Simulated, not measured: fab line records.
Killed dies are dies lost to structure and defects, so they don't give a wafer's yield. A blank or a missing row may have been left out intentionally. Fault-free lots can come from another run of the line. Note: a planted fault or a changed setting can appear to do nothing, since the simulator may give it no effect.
Split-lot trial | flow n5-finfet | 39 wafers read from 7 lots, route of 1938 steps

== ON THE SPLIT ==
At N5_MOL_CONTACT_COAG_VIA_ETCH_46 (etches SiO2 in C4F6/O2, target depth 46 nm, overetch 9.2 nm, time 40 s), the setting bias-w was moved away from the recipe's 455 W on 12 of the 39 wafers read, by -16.8% to +9.0%. This setting was run at the recipe's value on the other wafers.

The reading comes from the split's own step.

== THE READING ==
rf-vpp-V, in V, at N5_MOL_CONTACT_COAG_VIA_ETCH_46 (etches SiO2 in C4F6/O2, target depth 46 nm, overetch 9.2 nm, time 40 s). Typical for fault-free wafers on this fab line: 1588 V, with standard deviation 29 V.

wafer  | tool, chamber at the split | bias-w as run, W | against the recipe | rf-vpp-V, V | against lot-mates on the recipe
L080.1 | rie-diel-04, 1             | 496              | +9.0%              | 1668        | +64
L080.2 | rie-diel-04, 2             | 496              | +9.0%              | 1713        | +109
L080.3 | rie-diel-04, 3             | 455              | recipe             | 1614        | -
L080.4 | rie-diel-04, 0             | 455              | recipe             | 1592        | -
L080.5 | rie-diel-04, 2             | 455              | recipe             | 1606        | -
L080.6 | rie-diel-04, 1             | 496              | +9.0%              | 1668        | +64
L084.1 | rie-diel-04, 3             | 455              | recipe             | 1611        | -
L084.2 | rie-diel-04, 0             | 455              | recipe             | 1591        | -
L084.3 | rie-diel-04, 1             | 455              | recipe             | 1565        | -
L084.4 | rie-diel-04, 2             | 455              | recipe             | 1607        | -
L084.5 | rie-diel-04, 1             | 455              | recipe             | 1563        | -
L084.6 | rie-diel-04, 0             | 455              | recipe             | 1592        | -
L085.2 | rie-diel-04, 1             | 455              | recipe             | 1565        | -
L085.4 | rie-diel-04, 0             | 455              | recipe             | 1593        | -
L085.6 | rie-diel-04, 0             | 455              | recipe             | 1591        | -
L088.1 | rie-diel-02, 0             | 485.5            | +6.7%              | 1669        | +76
L088.2 | rie-diel-02, 3             | 455              | recipe             | 1622        | -
L088.3 | rie-diel-02, 2             | 485.5            | +6.7%              | 1601        | +8
L088.4 | rie-diel-02, 1             | 485.5            | +6.7%              | 1644        | +51
L088.5 | rie-diel-02, 1             | 455              | recipe             | 1569        | -
L088.6 | rie-diel-02, 0             | 455              | recipe             | 1588        | -
L091.1 | rie-diel-02, 1             | 455              | recipe             | 1567        | -
L091.2 | rie-diel-02, 0             | 455              | recipe             | 1590        | -
L091.3 | rie-diel-02, 2             | 455              | recipe             | 1524        | -
L091.4 | rie-diel-02, 3             | 455              | recipe             | 1623        | -
L091.5 | rie-diel-02, 1             | 455              | recipe             | 1566        | -
L091.6 | rie-diel-02, 2             | 455              | recipe             | 1524        | -
L093.1 | rie-diel-01, 3             | 455              | recipe             | 1622        | -
L093.2 | rie-diel-01, 1             | 455              | recipe             | 1597        | -
L093.3 | rie-diel-01, 0             | 455              | recipe             | 1540        | -
L093.4 | rie-diel-01, 2             | 413              | -9.2%              | 1500        | -86
L093.5 | rie-diel-01, 0             | 413              | -9.2%              | 1433        | -153
L093.6 | rie-diel-01, 1             | 413              | -9.2%              | 1487        | -99
L092.1 | rie-diel-04, 2             | 455              | recipe             | 1605        | -
L092.2 | rie-diel-04, 0             | 455              | recipe             | 1590        | -
L092.3 | rie-diel-04, 3             | 378.7            | -16.8%             | 1405        | -190
L092.4 | rie-diel-04, 0             | 455              | recipe             | 1591        | -
L092.5 | rie-diel-04, 3             | 378.7            | -16.8%             | 1404        | -191
L092.6 | rie-diel-04, 2             | 378.7            | -16.8%             | 1398        | -197

FIT RESULTS
A straight line over all 39 wafers: rf-vpp-V changes by +10.8 V for each +1% of bias-w; r = +0.93; the points scatter about the line by 27 V.
The same after taking each lot's own level away (the mean of its wafers on the recipe; 39 wafers): +10.6 V for each +1%; r = +0.93; scatter 26 V.
That fit puts the effect of the largest move of bias-w on the reading at 1.8e+02 V.
The lots' own levels span 1565.7 to 1604.0 V, that is 1.3 times the standard deviation above.
Hence the lot-to-lot level has little effect on the slope; both slopes agree.
Check: -182 V against its lot-mates is what the line predicts for one of the wafers moved furthest among these (-16.8%) when that wafer is left out of the fit. It came out at -190 V against them.
Tool readings at the split's step, against how far the setting was moved: rf-vpp-V r = +0.93.

== THESE WAFERS: OTHER SPLITS ==
These wafers also went through other splits before the reading. Each is held against what the fit with the lots' levels taken away leaves over:
other split on the same wafers         | wafers away from the commonest value | r with rf-vpp-V (lot level and that fit taken away)
N5_DUMMY_GATE_ETCH_31 target-depth-a   | 15                                   | +0.05
N5_DUMMY_GATE_ETCH_42 bias-w           | 12                                   | -0.25
N5_SD_ACTIVATION_LSA_01 time-s         | 18                                   | -0.06
N5_MOL_CONTACT_COAG_ALD_123 ald-cycles | 15                                   | +0.24

== THE FILE'S OWN FIT ==
rf-vpp-V changes by +10.8 V for each +1% of bias-w, r = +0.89.
